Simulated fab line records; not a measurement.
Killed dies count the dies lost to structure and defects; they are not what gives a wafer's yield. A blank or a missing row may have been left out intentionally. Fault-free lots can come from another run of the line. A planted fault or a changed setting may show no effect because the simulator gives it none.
Matching of chambers / flow n5Finfet / rieDiel-04 running N5_BEOL_M5_ETCH_68: 4 sister chambers
The step etches SOC in N2/H2, target depth 80 nm, overetch 16 nm, time 120 s. 8 wafers are shown with their chamber, then 12 later ones without.

== WAFERS PAIRED WITH THEIR CHAMBERS ==
wafer=L080.6; chamber=2; showerheadPlenumPTorr (Torr)=2.53; throttleValvePct (%)=17.78
wafer=L083.6; chamber=1; showerheadPlenumPTorr (Torr)=2.64; throttleValvePct (%)=17.93
wafer=L086.4; chamber=1; showerheadPlenumPTorr (Torr)=2.63; throttleValvePct (%)=17.93
wafer=L087.3; chamber=3; showerheadPlenumPTorr (Torr)=2.62; throttleValvePct (%)=17.70
wafer=L087.5; chamber=0; showerheadPlenumPTorr (Torr)=2.39; throttleValvePct (%)=18.07
wafer=L090.1; chamber=0; showerheadPlenumPTorr (Torr)=2.38; throttleValvePct (%)=18.06
wafer=L090.5; chamber=2; showerheadPlenumPTorr (Torr)=2.53; throttleValvePct (%)=17.78
wafer=L090.6; chamber=3; showerheadPlenumPTorr (Torr)=2.62; throttleValvePct (%)=17.69

== WAFERS WHOSE CHAMBER IS MISSING ==
wafer=L091.1; showerheadPlenumPTorr (Torr)=2.62; throttleValvePct (%)=17.70
wafer=L091.3; showerheadPlenumPTorr (Torr)=2.52; throttleValvePct (%)=17.81
wafer=L091.6; showerheadPlenumPTorr (Torr)=2.52; throttleValvePct (%)=17.80
wafer=L093.3; showerheadPlenumPTorr (Torr)=2.52; throttleValvePct (%)=17.81
wafer=L093.5; showerheadPlenumPTorr (Torr)=2.38; throttleValvePct (%)=18.07
wafer=L093.6; showerheadPlenumPTorr (Torr)=2.63; throttleValvePct (%)=17.96
wafer=L096.4; showerheadPlenumPTorr (Torr)=2.62; throttleValvePct (%)=17.98
wafer=L096.5; showerheadPlenumPTorr (Torr)=2.52; throttleValvePct (%)=17.81
wafer=L096.6; showerheadPlenumPTorr (Torr)=2.61; throttleValvePct (%)=17.71
wafer=L097.1; showerheadPlenumPTorr (Torr)=2.61; throttleValvePct (%)=17.72
wafer=L097.2; showerheadPlenumPTorr (Torr)=2.62; throttleValvePct (%)=17.96
wafer=L097.6; showerheadPlenumPTorr (Torr)=2.52; throttleValvePct (%)=17.81

== WHICH CHAMBER EACH WENT THROUGH ==
wafer=L091.1; from the rows above=3; in truth=3
wafer=L091.3; from the rows above=2; in truth=2
wafer=L091.6; from the rows above=2; in truth=2
wafer=L093.3; from the rows above=2; in truth=2
wafer=L093.5; from the rows above=0; in truth=0
wafer=L093.6; from the rows above=1; in truth=1
wafer=L096.4; from the rows above=1; in truth=1
wafer=L096.5; from the rows above=2; in truth=2
wafer=L096.6; from the rows above=3; in truth=3
wafer=L097.1; from the rows above=3; in truth=3
wafer=L097.2; from the rows above=1; in truth=1
wafer=L097.6; from the rows above=2; in truth=2
12 of 12 placed correctly. Not placeable from these rows: 0. Number placed wrongly: 0.
How it was worked out, from the rows above alone: a wafer's distance from a chamber is the root of the sum, over the readings, of the square of ((its reading less the chamber's mean) divided by the reading's scatter). The wafer belongs to the nearest chamber; if the next one is less than 2 further off, it can't be placed. For every chamber, the mean is computed from those of its wafers that are shown. The scatter: take each reading less its chamber's mean, square it, sum over the shown wafers, divide by the number of wafers less the number of chambers, and take the root.
